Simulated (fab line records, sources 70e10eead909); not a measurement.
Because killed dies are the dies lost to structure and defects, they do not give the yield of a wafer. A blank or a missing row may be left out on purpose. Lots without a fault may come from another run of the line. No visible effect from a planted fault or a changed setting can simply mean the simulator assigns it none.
Struck lot and sound lot, side by side | flow nand harc | 15 steps out of a route of 1302
Sound: these wafers, L927.1, L927.3, L927.5. Wafers struck: L913.1, L913.2, L913.6. The cause is given at the end.
At each step with rows: each side's tool, then ch and its chambers, then its first start. Under that, the readings that differ: sound wafers | struck wafers | difference of the means | sigmas: that difference in standard deviations of wafers without a fault.
alike: readings with means less than 2 such deviations apart, plus words and numbers identical on both sides. not compared: withheld readings, readings lacking a value on some wafer, bounds such as >300 that could conceal the same value, and numbers that have no deviation in the record and whose values overlap.
A row with sigmas, a row that says differs or no value, or rows on one side alone: a step with any of these is where the two part. When numbers do not overlap yet have no deviation, they are printed without sigmas and do not part them. A reading that every wafer of one side lacks parts them only if that side has two wafers or more.

first, 2 steps without rows for these wafers: NHARC_A_CONTACT_ETCH_50 (etches the open film in CF4/CHF3, target depth 121 nm, time 60.5 s); NHARC_A_CONTACT_ETCH_51 (etches the open film in O2/COS, target depth 7000 nm, time 1820 s).
NHARC_A_CONTACT_ETCH_111: etches the open film in C4F8/O2/Ar, time 140 s, target depth 700 nm.
  sound on har cap etch-03 ch 0,1, day 30 08:11; struck on har cap etch-03 ch 0,1, day 24 04:57
  alike: chamber pressure mTorr, oes air line au
  not compared: rf hours counter h
then, 1 step without rows for these wafers: NHARC_A_CONTACT_ETCH_112 (etches the open film in C4F8/O2/Ar, time 190 s, target depth 1850 nm).
NHARC_A_CONTACT_ETCH_113: etches the open film in C4F8/O2/Ar, time 190 s, target depth 1850 nm.
  sound on har cap etch-03 ch 0,1, day 30 08:34; struck on har cap etch-03 ch 0,1, day 24 05:19
  alike: chamber pressure mTorr, oes air line au
  not compared: rf hours counter h
NHARC_A_CONTACT_ETCH_114: etches the open film in C4F8/O2/Ar, time 190 s, target depth 1850 nm.
  sound on har cap etch-03 ch 0,1, day 30 08:44; struck on har cap etch-03 ch 0,1, day 24 05:29
  alike: chamber pressure mTorr, oes air line au
  not compared: rf hours counter h
then, 5 steps without rows for these wafers: NHARC_A_CONTACT_ETCH_115 (etches the open film in C4F8/O2/Ar, time 190 s, target depth 1850 nm); NHARC_A_CONTACT_ETCH_116 (etches the open film in C4F8/O2/Ar, time 190 s, target depth 1850 nm); NHARC_A_CONTACT_ETCH_117 (etches the open film in C4F8/O2/Ar, time 190 s, target depth 1850 nm); NHARC_A_CONTACT_ETCH_118 (etches the open film in C4F8/O2/Ar, time 190 s, target depth 1850 nm); NHARC_A_CONTACT_ETCH_119 (etches the open film in C4F8/O2/Ar, time 190 s, target depth 1850 nm).
NHARC_A_CONTACT_ETCH_120: etches the open film in C4F8/O2/Ar, time 190 s, target depth 1850 nm.
  sound on har cap etch-03 ch 0,1, day 30 09:46; struck on har cap etch-03 ch 0,1, day 24 06:31
  alike: chamber pressure mTorr, oes air line au
  not compared: rf hours counter h
NHARC_A_CONTACT_ETCH_121: etches the open film in C4F8/O2/Ar, time 190 s, target depth 1850 nm.
  sound on har cap etch-03 ch 0,1, day 30 09:56; struck on har cap etch-03 ch 0,1, day 24 06:41
  no value came back on the struck wafers for chamber pressure mTorr (mTorr), oes air line au (a.u.); on the sound wafers chamber pressure mTorr (mTorr) reads 20.028 20.006 19.987
  not compared: rf hours counter h
NHARC_A_CONTACT_ETCH_122: etches the open film in C4F8/O2/Ar, time 190 s, target depth 1850 nm.
  sound on har cap etch-03 ch 0,1, day 30 10:06; struck on har cap etch-03 ch 0,1, day 24 06:52
  alike: chamber pressure mTorr, oes air line au
  not compared: rf hours counter h
-- the record jumps here: 3 days lie between the struck wafers' starts before and after (it left off in module A_CONTACT and takes up again in module END, whose first step shown is number 1302 of the route) --
NHARC_END_SORT_01:
  at this point the record logs the struck wafers (prober-01 ch 0, day 27 07:57) and has no rows for the sound ones

## WHERE THEY PART
Last at NHARC_END_SORT_01 as far as this record goes, first at NHARC_A_CONTACT_ETCH_121.

WHY: whatever the simulator had introduced
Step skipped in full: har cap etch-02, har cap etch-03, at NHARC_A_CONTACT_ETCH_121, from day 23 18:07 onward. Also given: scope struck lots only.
